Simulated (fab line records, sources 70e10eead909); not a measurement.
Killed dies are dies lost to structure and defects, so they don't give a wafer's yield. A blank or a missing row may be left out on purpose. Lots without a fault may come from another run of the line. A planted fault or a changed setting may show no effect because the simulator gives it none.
A struck lot beside a sound one | flow nand_harc | 13 steps out of a route of 1159
Sound: wafers L218.1, L218.3, L218.6. Struck: wafers L226.1, L226.4, L226.6. The cause comes at the end.
At each step with rows: each side's tool, then ch and its chambers, then its first start. Under that, the readings that differ: sound wafers | struck wafers | difference of the means | sigmas: that difference in standard deviations of wafers without a fault.
alike: readings whose means differ by less than 2 such deviations, and words and numbers that are the same on both sides. not compared: withheld readings, readings that some wafer has no value for, bounds like >300 that may hide the same value, and numbers for which the record gives no deviation and whose values overlap.
The two part at a step that has a row with sigmas, a row that says differs or no value, or rows on one side only. Numbers that don't overlap but have no deviation are shown without sigmas and don't part them. A reading that every wafer of one side lacks parts them only if that side has two wafers or more.

NHARC_A_STAIRCASE_TRIM_191: chemistry O2, time 211.2 s.
  sound on rie_diel-13 ch 0,3; struck on rie_diel-11 ch 1,2
  reading                     | sound             | struck            | difference | sigmas
  drypump_motor_current_A (A) | 5.2 4.9 5.2       | 5.2 6.5 6.5       | +1.0       | +2
  oes_product_au (a.u.)       | 1.048 1.006 1.042 | 0.976 0.988 0.996 | -0.045     | -3
  alike: rf_vpp_V, showerhead_plenum_p_Torr, throttle_valve_pct
  not compared: rf_hours_counter_h
NHARC_A_STAIRCASE_ETCH_192: etches the open film in C4F8/O2, target depth 100 nm, time 40.5 s.
  sound on rie_diel-13 ch 0,1,2; struck on rie_diel-11 ch 0,1,3
  alike: oes_product_au, rf_vpp_V, run_length_s
  not compared: rf_hours_counter_h
then, 1 step without rows for these wafers: NHARC_A_STAIRCASE_TRIM_193 (chemistry O2, time 211.2 s).
NHARC_A_STAIRCASE_ETCH_194: etches the open film in C4F8/O2, target depth 100 nm, time 40.5 s.
  sound on rie_diel-13 ch 0,3; struck on rie_diel-11 ch 0,3
  alike: oes_product_au, rf_vpp_V, run_length_s
  not compared: rf_hours_counter_h
then, 2 steps without rows for these wafers: NHARC_A_STAIRCASE_TRIM_196 (chemistry O2, time 211.2 s); NHARC_A_STAIRCASE_ETCH_197 (etches the open film in C4F8/O2, target depth 100 nm, time 40.5 s).
NHARC_A_STAIRCASE_TRIM_198: chemistry O2, time 211.2 s.
  sound on rie_diel-11 ch 0,1,3; struck on rie_diel-10 ch 1,2
  alike: drypump_motor_current_A, oes_product_au, rf_vpp_V, showerhead_plenum_p_Torr, throttle_valve_pct
  not compared: rf_hours_counter_h
NHARC_A_STAIRCASE_ETCH_199: etches the open film in C4F8/O2, target depth 100 nm, time 40.5 s.
  sound on rie_diel-11 ch 0,3; struck on rie_diel-10 ch 1,2,3
  alike: oes_product_au, rf_vpp_V, run_length_s
  not compared: rf_hours_counter_h
then, 3 steps without rows for these wafers: NHARC_A_STAIRCASE_TRIM_200 (chemistry O2, time 211.2 s); NHARC_A_STAIRCASE_ETCH_201 (etches the open film in C4F8/O2, target depth 100 nm, time 40.5 s); NHARC_A_STAIRCASE_TRIM_202 (chemistry O2, time 211.2 s).
NHARC_A_STAIRCASE_ETCH_203: etches the open film in C4F8/O2, target depth 100 nm, time 40.5 s.
  sound on rie_diel-11 ch 1,3, day 11 00:50; struck on rie_diel-10 ch 0,3, day 12 23:41
  reading          | sound          | struck         | difference | sigmas
  run_length_s (s) | 61.5 63.1 61.8 | 73.5 73.8 73.8 | +11.6      | +25
  alike: oes_product_au, rf_vpp_V
  not compared: rf_hours_counter_h
-- the record jumps here: 8 days lie between the struck wafers' starts before and after (it left off in module A_STAIRCASE and takes up again in module END, whose first step shown is number 1159 of the route) --
NHARC_END_SORT_01:
  the record has rows for the struck wafers here (prober-02 ch 0, day 21 05:41) and none for the sound ones

WHERE THEY PART
First at NHARC_A_STAIRCASE_TRIM_191; last, within this record, at NHARC_END_SORT_01.

WHY: what the simulator had put in
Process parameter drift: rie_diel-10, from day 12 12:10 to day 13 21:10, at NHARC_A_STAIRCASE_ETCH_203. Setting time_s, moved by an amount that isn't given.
